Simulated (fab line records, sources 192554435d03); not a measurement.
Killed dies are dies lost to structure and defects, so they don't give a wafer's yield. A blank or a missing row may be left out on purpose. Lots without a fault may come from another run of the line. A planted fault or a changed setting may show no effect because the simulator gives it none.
Chamber matching | flow n5_finfet | N5_BEOL_M8_STRIP_36 on rie_diel-02: 4 sister chambers
The step strips in N2/H2. 20 wafers are shown with their chamber, then 10 later ones without.

WAFERS WITH THEIR CHAMBER
wafer  | chamber | drypump_motor_current_A (A) | showerhead_plenum_p_Torr (Torr) | throttle_valve_pct (%)
L074.2 | 2       | 6.5                         | 2.57                            | 23.8
L074.5 | 3       | 5.1                         | 2.51                            | 24.3
L074.6 | 2       | 6.5                         | 2.57                            | 23.8
L077.1 | 1       | 5.5                         | 2.63                            | 23.9
L077.3 | 2       | 6.5                         | 2.57                            | 23.8
L077.5 | 2       | 6.5                         | 2.57                            | 23.8
L076.2 | 2       | 6.5                         | 2.57                            | 23.7
L076.4 | 0       | 5.3                         | 2.49                            | 23.5
L076.6 | 3       | 5.1                         | 2.51                            | 24.4
L083.1 | 2       | 6.5                         | 2.56                            | 23.8
L083.2 | 0       | 5.3                         | 2.48                            | 23.5
L083.3 | 1       | 5.5                         | 2.62                            | 24.0
L083.4 | 3       | 5.1                         | 2.51                            | 24.4
L083.5 | 2       | 6.5                         | 2.56                            | 23.8
L083.6 | 1       | 5.5                         | 2.62                            | 24.0
L089.2 | 3       | 5.1                         | 2.50                            | 24.1
L089.3 | 0       | 5.3                         | 2.47                            | 23.6
L089.6 | 3       | 5.1                         | 2.50                            | 24.1
L092.1 | 0       | 5.2                         | 2.47                            | 23.6
L092.2 | 2       | 6.5                         | 2.55                            | 23.8

SIGNATURES (means of the wafers above)
reading                  | chamber 0 | chamber 1 | chamber 2 | chamber 3 | scatter within a chamber
drypump_motor_current_A  | 5.275     | 5.500     | 6.500     | 5.100     | 0.0217
showerhead_plenum_p_Torr | 2.4775    | 2.6233    | 2.5650    | 2.5060    | 0.00734
throttle_valve_pct       | 23.550    | 23.967    | 23.788    | 24.260    | 0.0857
Rule: a wafer's distance from a chamber is the root of the sum, over the readings, of the square of ((its reading less the chamber's mean) divided by the reading's scatter). The wafer belongs to the nearest chamber; if the next one is less than 2 further off, it can't be placed. The scatter: the root of (the sum of the squares of (reading less its chamber's mean) over the shown wafers, divided by (wafers less chambers)).

WAFERS WITHOUT THEIR CHAMBER
wafer  | drypump_motor_current_A (A) | showerhead_plenum_p_Torr (Torr) | throttle_valve_pct (%)
L092.3 | 5.5                         | 2.61                            | 23.7
L092.4 | 5.1                         | 2.50                            | 24.2
L092.5 | 5.5                         | 2.61                            | 23.7
L092.6 | 5.3                         | 2.47                            | 23.6
L093.1 | 5.1                         | 2.50                            | 24.2
L093.4 | 6.5                         | 2.55                            | 23.8
L093.5 | 5.5                         | 2.61                            | 23.6
L095.1 | 5.3                         | 2.47                            | 23.6
L095.3 | 5.5                         | 2.61                            | 23.7
L095.4 | 5.1                         | 2.50                            | 24.1

WHICH CHAMBER EACH WENT THROUGH
wafer  | from the rows above | in truth
L092.3 | 1                   | 1
L092.4 | 3                   | 3
L092.5 | 1                   | 1
L092.6 | 0                   | 0
L093.1 | 3                   | 3
L093.4 | 2                   | 2
L093.5 | 1                   | 1
L095.1 | 0                   | 0
L095.3 | 1                   | 1
L095.4 | 3                   | 3
Placed correctly: 10 of 10. Can't be placed from these rows: 0. Placed wrongly: 0.
